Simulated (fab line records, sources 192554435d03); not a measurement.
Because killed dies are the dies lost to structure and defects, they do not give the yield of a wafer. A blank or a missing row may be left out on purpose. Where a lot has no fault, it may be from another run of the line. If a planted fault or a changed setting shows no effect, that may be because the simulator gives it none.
8D (eight disciplines) problem report, filled in by code :: flow n5Finfet :: the parts of the form that need people (team, actions taken, sign-off) are left out

1. THE PROBLEM
Wafers without a fault read 66.30 s, standard deviation 0.1; runLengthS at N5_BEOL_M1_COAT_76 reads a mean of 51.08 s on 4 wafers belonging to 3 lots. So: -99 or more standard deviations from the usual mean.
The step: time 60 s, resist thk 5 nm.
Earliest sighting: wafer L537.3 on lithoTrack-01 at day 9 16:44. The record has a number at this step for 18 wafers belonging to 7 lots. By rule, "out" or "out of limits" means more than 4 standard deviations away from the usual mean. The other wafers with a number count as sound.

2. WHAT IT IS, WHAT IT ISN'T
question: which readings at this step
is: runLengthS, heaterPowerTotalW
is not: chillPlateTempC, dispensePressureKPa

question: which lots
is: L537, L540, L541
is not: L524, L533, L534, L545

question: which wafers of those lots
is: L537.3, L537.5, L540.5, L541.5
is not: L540.6, L541.6

question: read on which tools
is: lithoTrack-01
is not: lithoTrack-02

question: when
is: from day 9 16:44
is not: up to then (9 sound wafers); but 5 sound wafers of L540, L541, L545 came after

3. WHAT RULES OUT EACH SUSPECT
Counting: a tool at a process step up to the reading stays a suspect if it ran every lot that is out. Sound lots after the first of them don't rule it out here, since some wafers of a struck lot are sound.
- lithoTrack-01 at N5_BEOL_M1_COAT_76 (time 60 s, resist thk 5 nm): kept. It processed each lot that is out (first: L537, day 9 16:44); up to then, its last sound lot is L533 (day 8 17:56). Its own heaterPowerTotalW, runLengthS readings are out on those wafers.
After counting, what remains is lithoTrack-01 at N5_BEOL_M1_COAT_76.

4. THE CAUSE (what the simulator had put in)
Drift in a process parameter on lithoTrack-01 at N5_BEOL_M1_COAT_76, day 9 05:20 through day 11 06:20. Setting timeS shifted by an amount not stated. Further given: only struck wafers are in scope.
This tool alone remained once counting was done.

5. SEQUENCE OF EFFECTS, ordered by route
Each row: a reading where the mean over the struck wafers with a number is more than 3 standard deviations away from the usual. Only readings for which the record gives a usual standard deviation are gone through. hours: the time from each lot's start at the first step in this table that gives one to its start at this step, as a median over the lots. sigmas: the change in usual standard deviations.
hours: 0
step: N5_BEOL_M1_COAT_76
reading: heaterPowerTotalW
usual: 391.9 W
on struck wafers: 467.4
change: +75.5
sigmas: +58

hours: 0
step: N5_BEOL_M1_COAT_76
reading: runLengthS
usual: 66.30 s
on struck wafers: 51.08
change: -15.22
sigmas: -99 or more
Process steps it contains:
- N5_BEOL_M1_COAT_76: time 60 s, resist thk 5 nm.
Later steps that measure or inspect, where all struck wafers having a row at the step show a number for every such reading and not one has moved that far: N5_BEOL_M4_RC_MEAS_101.

6. WHAT WOULD HAVE CAUGHT IT SOONER
The fault began at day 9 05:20; the first out-of-limits reading in this record came at day 9 16:44, 11 hours later.
